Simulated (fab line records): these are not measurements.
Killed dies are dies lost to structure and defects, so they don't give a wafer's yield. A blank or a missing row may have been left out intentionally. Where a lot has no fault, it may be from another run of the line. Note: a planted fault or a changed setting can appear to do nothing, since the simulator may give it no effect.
Which tool was responsible? :: flow n5-finfet :: Sampling: 9 lots, 27 wafers, 6 of 1938 route steps

## WHAT THE GAUGES READ, wafer by wafer
N5_BEOL_M3_CD_MEAS_11: target cd 17.05 nm. Usual: 17.08 nm for cd-nm, sd 0.23.
lot: L722
measured: day 7 01:25
on: cd-sem-03
cd-nm (nm): 17.13 16.87 17.43
flag: 

lot: L723
measured: day 7 09:32
on: cd-sem-03
cd-nm (nm): 17.13 17.08 17.27
flag: 

lot: L726
measured: day 8 07:17
on: cd-sem-02
cd-nm (nm): 17.27 17.33 17.40
flag: 

lot: L732
measured: day 9 13:13
on: cd-sem-02
cd-nm (nm): 17.31 17.33 16.93
flag: 

lot: L736
measured: day 11 01:14
on: cd-sem-01
cd-nm (nm): 17.00 16.70 17.06
flag: 

lot: L737
measured: day 11 04:29
on: cd-sem-01
cd-nm (nm): 16.88 16.90 17.08
flag: 

lot: L738
measured: day 11 05:59
on: cd-sem-02
cd-nm (nm): 17.34 16.94 17.41
flag: 

lot: L739
measured: day 11 22:53
on: cd-sem-01
cd-nm (nm): 16.71 17.36 17.29
flag: 

lot: L744
measured: day 12 11:14
on: cd-sem-02
cd-nm (nm): 16.85 16.95 17.32
flag: 

N5_BEOL_M3_CD_MEAS_18: pitch 36 nm, target cd 18 nm. Usual: 18.1 nm for cd-nm, sd 0.37.
lot: L722
measured: day 7 01:58
on: cd-sem-01
cd-nm (nm): 18.1 17.5 18.2
flag: 

lot: L723
measured: day 7 10:05
on: cd-sem-01
cd-nm (nm): 18.4 17.9 18.0
flag: 

lot: L726
measured: day 8 08:00
on: cd-sem-03
cd-nm (nm): 18.6 18.4 18.1
flag: 

lot: L732
measured: day 9 13:47
on: cd-sem-03
cd-nm (nm): 19.4 19.2 19.0
flag: 

lot: L736
measured: day 11 01:58
on: cd-sem-01
cd-nm (nm): 18.8 18.3 18.7
flag: 

lot: L737
measured: day 11 05:04
on: cd-sem-03
cd-nm (nm): 17.7 18.3 17.7
flag: 

lot: L738
measured: day 11 06:40
on: cd-sem-01
cd-nm (nm): 17.8 18.0 17.7
flag: 

lot: L739
measured: day 12 00:25
on: cd-sem-01
cd-nm (nm): 18.0 17.7 18.0
flag: 

lot: L744
measured: day 12 19:52
on: cd-sem-03
cd-nm (nm): 17.5 17.3 17.6
flag: 

N5_BEOL_M4_RC_MEAS_101. Usual: DIBL_N 36.0 mV/V, standard deviation 2; DIBL_P 36.2 mV/V, standard deviation 2.2; IOFF_N 0.16 nA/um, standard deviation 0.034; IOFF_P 0.21 nA/um, standard deviation 0.04; ION_N 675 uA/um, standard deviation 12; ION_P 463 uA/um, standard deviation 7.2; SS_N 71.6 mV/dec, standard deviation 0.6; SS_P 73.3 mV/dec, standard deviation 0.67; VT_N 250 mV, standard deviation 3; VT_P -251 mV, standard deviation 3.4.
lot: L722
measured: day 8 01:43
on: prober-02
DIBL_N (mV/V): 37.7 35.6 35.6
DIBL_P (mV/V): 36.6 34.6 34.4
IOFF_N (nA/um): 0.17 0.12 0.14
IOFF_P (nA/um): 0.21 0.18 0.18
ION_N (uA/um): 670 662 650
ION_P (uA/um): 452 457 451
SS_N (mV/dec): 72.3 72.2 71.8
SS_P (mV/dec): 74.3 73.1 73.6
VT_N (mV): 251 253 250
VT_P (mV): -252 -255 -256
flag: 

lot: L723
measured: day 8 10:36
on: prober-01
DIBL_N (mV/V): 38.6 37.0 36.2
DIBL_P (mV/V): 39.1 37.7 36.8
IOFF_N (nA/um): 0.22 0.19 0.18
IOFF_P (nA/um): 0.26 0.24 0.22
ION_N (uA/um): 692 684 683
ION_P (uA/um): 468 467 464
SS_N (mV/dec): 71.6 71.2 71.8
SS_P (mV/dec): 73.7 73.8 73.9
VT_N (mV): 248 246 245
VT_P (mV): -250 -248 -250
flag: 

lot: L726
measured: day 9 06:21
on: prober-02
DIBL_N (mV/V): 35.2 36.7 34.6
DIBL_P (mV/V): 35.2 36.1 35.2
IOFF_N (nA/um): 0.14 0.16 0.13
IOFF_P (nA/um): 0.18 0.18 0.17
ION_N (uA/um): 681 673 665
ION_P (uA/um): 460 455 461
SS_N (mV/dec): 71.1 71.7 70.6
SS_P (mV/dec): 73.5 72.3 72.1
VT_N (mV): 251 251 250
VT_P (mV): -251 -254 -252
flag: 

lot: L732
measured: day 10 18:38
on: prober-02
DIBL_N (mV/V): 35.9 36.1 36.6
DIBL_P (mV/V): 37.2 37.2 37.4
IOFF_N (nA/um): 0.18 0.19 0.19
IOFF_P (nA/um): 0.21 0.22 0.22
ION_N (uA/um): 686 687 688
ION_P (uA/um): 464 464 462
SS_N (mV/dec): 71.9 71.7 72.1
SS_P (mV/dec): 73.5 73.9 73.7
VT_N (mV): 248 248 248
VT_P (mV): -253 -251 -252
flag: 

lot: L736
measured: day 12 04:51
on: prober-02
DIBL_N (mV/V): 34.6 37.4 34.8
DIBL_P (mV/V): 34.6 38.7 35.9
IOFF_N (nA/um): 0.13 0.17 0.13
IOFF_P (nA/um): 0.19 0.25 0.21
ION_N (uA/um): 669 674 665
ION_P (uA/um): 464 462 458
SS_N (mV/dec): 71.6 72.4 72.0
SS_P (mV/dec): 72.6 74.2 73.4
VT_N (mV): 253 249 253
VT_P (mV): -252 -248 -250
flag: 

lot: L737
measured: day 12 04:16
on: prober-01
DIBL_N (mV/V): 35.6 39.0 35.0
DIBL_P (mV/V): 35.2 39.3 34.8
IOFF_N (nA/um): 0.16 0.24 0.16
IOFF_P (nA/um): 0.23 0.31 0.22
ION_N (uA/um): 679 697 673
ION_P (uA/um): 463 477 461
SS_N (mV/dec): 71.4 72.2 71.5
SS_P (mV/dec): 73.3 74.0 73.1
VT_N (mV): 251 246 249
VT_P (mV): -246 -245 -247
flag: 

lot: L738
measured: day 12 05:36
on: prober-01
DIBL_N (mV/V): 37.9 37.9 36.9
DIBL_P (mV/V): 38.1 37.8 36.9
IOFF_N (nA/um): 0.19 0.19 0.17
IOFF_P (nA/um): 0.26 0.26 0.23
ION_N (uA/um): 691 697 681
ION_P (uA/um): 474 472 464
SS_N (mV/dec): 72.3 72.0 71.6
SS_P (mV/dec): 73.6 73.1 73.2
VT_N (mV): 248 245 248
VT_P (mV): -245 -245 -249
flag: 

lot: L739
measured: day 12 15:52
on: prober-02
DIBL_N (mV/V): 34.0 35.0 33.0
DIBL_P (mV/V): 35.0 35.1 33.5
IOFF_N (nA/um): 0.12 0.13 0.11
IOFF_P (nA/um): 0.19 0.19 0.17
ION_N (uA/um): 664 669 653
ION_P (uA/um): 466 453 459
SS_N (mV/dec): 70.8 71.7 70.2
SS_P (mV/dec): 73.1 73.5 72.1
VT_N (mV): 256 253 256
VT_P (mV): -253 -253 -252
flag: 

lot: L744
measured: day 13 23:46
on: prober-01
DIBL_N (mV/V): 39.8 35.9 35.3
DIBL_P (mV/V): 39.3 36.6 35.1
IOFF_N (nA/um): 0.24 0.17 0.15
IOFF_P (nA/um): 0.29 0.23 0.21
ION_N (uA/um): 696 690 669
ION_P (uA/um): 470 464 467
SS_N (mV/dec): 72.4 71.0 71.4
SS_P (mV/dec): 74.2 72.5 72.7
VT_N (mV): 243 247 251
VT_P (mV): -246 -247 -252
flag: 

## WHICH TOOL RAN EACH LOT (tool, then ch and the chambers of the sampled wafers, then the start)
lot: L722
N5_BEOL_M2_CO_CAP_55: cvd-co-01 ch 0,1,2, day 6 23:45
N5_BEOL_M3_ETCH_64: rie-diel-03 ch 0,2,3, day 7 01:37
N5_BEOL_M3_STRIP_19: rie-diel-05 ch 2,3, day 7 01:54

lot: L723
N5_BEOL_M2_CO_CAP_55: cvd-co-02 ch 0,2, day 7 08:31
N5_BEOL_M3_ETCH_64: rie-diel-05 ch 2,3, day 7 09:44
N5_BEOL_M3_STRIP_19: rie-diel-05 ch 0,1,2, day 7 10:01

lot: L726
N5_BEOL_M2_CO_CAP_55: cvd-co-01 ch 0,2, day 8 05:20
N5_BEOL_M3_ETCH_64: rie-diel-05 ch 1,3, day 8 07:34
N5_BEOL_M3_STRIP_19: rie-diel-05 ch 0,1, day 8 07:56

lot: L732
N5_BEOL_M2_CO_CAP_55: cvd-co-01 ch 0,1,2, day 9 11:37
N5_BEOL_M3_ETCH_64: rie-diel-03 ch 0,1, day 9 13:26
N5_BEOL_M3_STRIP_19: rie-diel-05 ch 1,2, day 9 13:43

lot: L736
N5_BEOL_M2_CO_CAP_55: cvd-co-01 ch 0,1, day 10 22:30
N5_BEOL_M3_ETCH_64: rie-diel-06 ch 1,3, day 11 01:31
N5_BEOL_M3_STRIP_19: rie-diel-03 ch 0,2, day 11 01:54

lot: L737
N5_BEOL_M2_CO_CAP_55: cvd-co-02 ch 0,2, day 11 02:08
N5_BEOL_M3_ETCH_64: rie-diel-06 ch 1,3, day 11 04:43
N5_BEOL_M3_STRIP_19: rie-diel-06 ch 1,2, day 11 04:59

lot: L738
N5_BEOL_M2_CO_CAP_55: cvd-co-01 ch 0,1,2, day 11 04:28
N5_BEOL_M3_ETCH_64: rie-diel-05 ch 1,2, day 11 06:12
N5_BEOL_M3_STRIP_19: rie-diel-03 ch 0,2, day 11 06:35

lot: L739
N5_BEOL_M2_CO_CAP_55: cvd-co-01 ch 0,1, day 11 22:02
N5_BEOL_M3_ETCH_64: rie-diel-05 ch 1,3, day 11 23:46
N5_BEOL_M3_STRIP_19: rie-diel-03 ch 0,2, day 12 00:20

lot: L744
N5_BEOL_M2_CO_CAP_55: cvd-co-02 ch 0,2, day 12 10:26
N5_BEOL_M3_ETCH_64: rie-diel-05 ch 0,1,2, day 12 16:34
N5_BEOL_M3_STRIP_19: rie-diel-03 ch 0,1,2, day 12 19:48
- N5_BEOL_M2_CO_CAP_55: material Co, precursor CCTBA/H2, target thk 2 nm, time 102.1 s.
- N5_BEOL_M3_ETCH_64: etches SOC in N2/H2, target depth 75 nm, overetch 15 nm, time 112.5 s.
- N5_BEOL_M3_STRIP_19: strips in O2.

## WHAT THE TOOLS THEMSELVES READ (means of the sampled wafers that have a number; where no wafer has one, the mark that the record gives instead)
N5_BEOL_M2_CO_CAP_55. Usual: 226 W for heater-power-w, sd 11.
lot: L722
tool: cvd-co-01
heater-power-w (W): 219
flag: 

lot: L723
tool: cvd-co-02
heater-power-w (W): 226
flag: 

lot: L726
tool: cvd-co-01
heater-power-w (W): 231
flag: 

lot: L732
tool: cvd-co-01
heater-power-w (W): 222
flag: 

lot: L736
tool: cvd-co-01
heater-power-w (W): 219
flag: 

lot: L737
tool: cvd-co-02
heater-power-w (W): 232
flag: 

lot: L738
tool: cvd-co-01
heater-power-w (W): 219
flag: 

lot: L739
tool: cvd-co-01
heater-power-w (W): 217
flag: 

lot: L744
tool: cvd-co-02
heater-power-w (W): 234
flag: 

N5_BEOL_M3_ETCH_64. Usual: drypump-motor-current-A 5.81 A, standard deviation 0.24; oes-product-au 0.62 a.u., standard deviation 0.069; rf-vpp-V 524.5 V, standard deviation 2.4; showerhead-plenum-p-Torr 2.57 Torr, standard deviation 0.082; throttle-valve-pct 17.8 %, standard deviation 0.34.
lot: L722
tool: rie-diel-03
drypump-motor-current-A (A): 5.59
oes-product-au (a.u.): 0.69
rf-vpp-V (V): 525.2
showerhead-plenum-p-Torr (Torr): 2.60
throttle-valve-pct (%): 17.8
flag: 

lot: L723
tool: rie-diel-05
drypump-motor-current-A (A): 5.92
oes-product-au (a.u.): 0.62
rf-vpp-V (V): 522.5
showerhead-plenum-p-Torr (Torr): 2.49
throttle-valve-pct (%): 18.0
flag: 

lot: L726
tool: rie-diel-05
drypump-motor-current-A (A): 5.83
oes-product-au (a.u.): 0.60
rf-vpp-V (V): 525.3
showerhead-plenum-p-Torr (Torr): 2.61
throttle-valve-pct (%): 18.0
flag: 

lot: L732
tool: rie-diel-03
drypump-motor-current-A (A): 6.08
oes-product-au (a.u.): 0.61
rf-vpp-V (V): 525.9
showerhead-plenum-p-Torr (Torr): 2.63
throttle-valve-pct (%): 17.6
flag: 

lot: L736
tool: rie-diel-06
drypump-motor-current-A (A): 5.71
oes-product-au (a.u.): 0.64
rf-vpp-V (V): 524.0
showerhead-plenum-p-Torr (Torr): 2.52
throttle-valve-pct (%): 17.5
flag: 

lot: L737
tool: rie-diel-06
drypump-motor-current-A (A): 5.73
oes-product-au (a.u.): 0.64
rf-vpp-V (V): 523.3
showerhead-plenum-p-Torr (Torr): 2.52
throttle-valve-pct (%): 17.5
flag: 

lot: L738
tool: rie-diel-05
drypump-motor-current-A (A): 5.96
oes-product-au (a.u.): 0.54
rf-vpp-V (V): 523.7
showerhead-plenum-p-Torr (Torr): 2.55
throttle-valve-pct (%): 18.2
flag: 

lot: L739
tool: rie-diel-05
drypump-motor-current-A (A): 5.82
oes-product-au (a.u.): 0.58
rf-vpp-V (V): 525.2
showerhead-plenum-p-Torr (Torr): 2.60
throttle-valve-pct (%): 18.0
flag: 

lot: L744
tool: rie-diel-05
drypump-motor-current-A (A): 5.86
oes-product-au (a.u.): 0.59
rf-vpp-V (V): 523.7
showerhead-plenum-p-Torr (Torr): 2.54
throttle-valve-pct (%): 17.9
flag: 

N5_BEOL_M3_STRIP_19. Usual: drypump-motor-current-A 5.79 A, standard deviation 0.24; oes-product-au 0.79 a.u., standard deviation 0.088; rf-vpp-V 3.6 V, standard deviation 0.47; showerhead-plenum-p-Torr 2.11 Torr, standard deviation 0.075; throttle-valve-pct 16.64 %, standard deviation 0.29.
lot: L722
tool: rie-diel-05
drypump-motor-current-A (A): 5.78
oes-product-au (a.u.): 0.85
rf-vpp-V (V): 4.0
showerhead-plenum-p-Torr (Torr): 2.08
throttle-valve-pct (%): 16.58
flag: 

lot: L723
tool: rie-diel-05
drypump-motor-current-A (A): 5.88
oes-product-au (a.u.): 0.70
rf-vpp-V (V): 3.4
showerhead-plenum-p-Torr (Torr): 2.10
throttle-valve-pct (%): 16.82
flag: 

lot: L726
tool: rie-diel-05
drypump-motor-current-A (A): 5.74
oes-product-au (a.u.): 0.91
rf-vpp-V (V): 4.0
showerhead-plenum-p-Torr (Torr): 2.15
throttle-valve-pct (%): 16.41
flag: 

lot: L732
tool: rie-diel-05
drypump-motor-current-A (A): 5.98
oes-product-au (a.u.): 0.70
rf-vpp-V (V): 3.7
showerhead-plenum-p-Torr (Torr): 2.11
throttle-valve-pct (%): 17.04
flag: 

lot: L736
tool: rie-diel-03
drypump-motor-current-A (A): 5.67
oes-product-au (a.u.): 0.87
rf-vpp-V (V): 3.1
showerhead-plenum-p-Torr (Torr): 2.20
throttle-valve-pct (%): 16.42
flag: 

lot: L737
tool: rie-diel-06
drypump-motor-current-A (A): 5.55
oes-product-au (a.u.): 0.75
rf-vpp-V (V): 3.5
showerhead-plenum-p-Torr (Torr): 2.16
throttle-valve-pct (%): 16.84
flag: 

lot: L738
tool: rie-diel-03
drypump-motor-current-A (A): 5.64
oes-product-au (a.u.): 0.88
rf-vpp-V (V): 3.4
showerhead-plenum-p-Torr (Torr): 2.17
throttle-valve-pct (%): 16.51
flag: 

lot: L739
tool: rie-diel-03
drypump-motor-current-A (A): 5.68
oes-product-au (a.u.): 0.86
rf-vpp-V (V): 3.9
showerhead-plenum-p-Torr (Torr): 2.19
throttle-valve-pct (%): 16.44
flag: 

lot: L744
tool: rie-diel-03
drypump-motor-current-A (A): 5.89
oes-product-au (a.u.): 0.79
rf-vpp-V (V): 3.6
showerhead-plenum-p-Torr (Torr): 2.18
throttle-valve-pct (%): 16.49
flag: 

## THE ANSWER, worked out from the rows above alone
Rule: lot off if the mean of its wafers having a number is beyond 3 standard deviations from the usual mean. A lot without any number at a reading at which 4 lots or more have one is off too. The other lots that the step has rows for count as sound. First the gauges in route order, then the tools' own readings, where a lot's mean is used as printed above. The first step at which some lot is off is used, and at that step the reading that is off furthest; a lot without a number counts as furthest.
None of the lots is off at any reading shown; this tells nothing.

## WHAT WAS PUT IN BY THE SIMULATOR
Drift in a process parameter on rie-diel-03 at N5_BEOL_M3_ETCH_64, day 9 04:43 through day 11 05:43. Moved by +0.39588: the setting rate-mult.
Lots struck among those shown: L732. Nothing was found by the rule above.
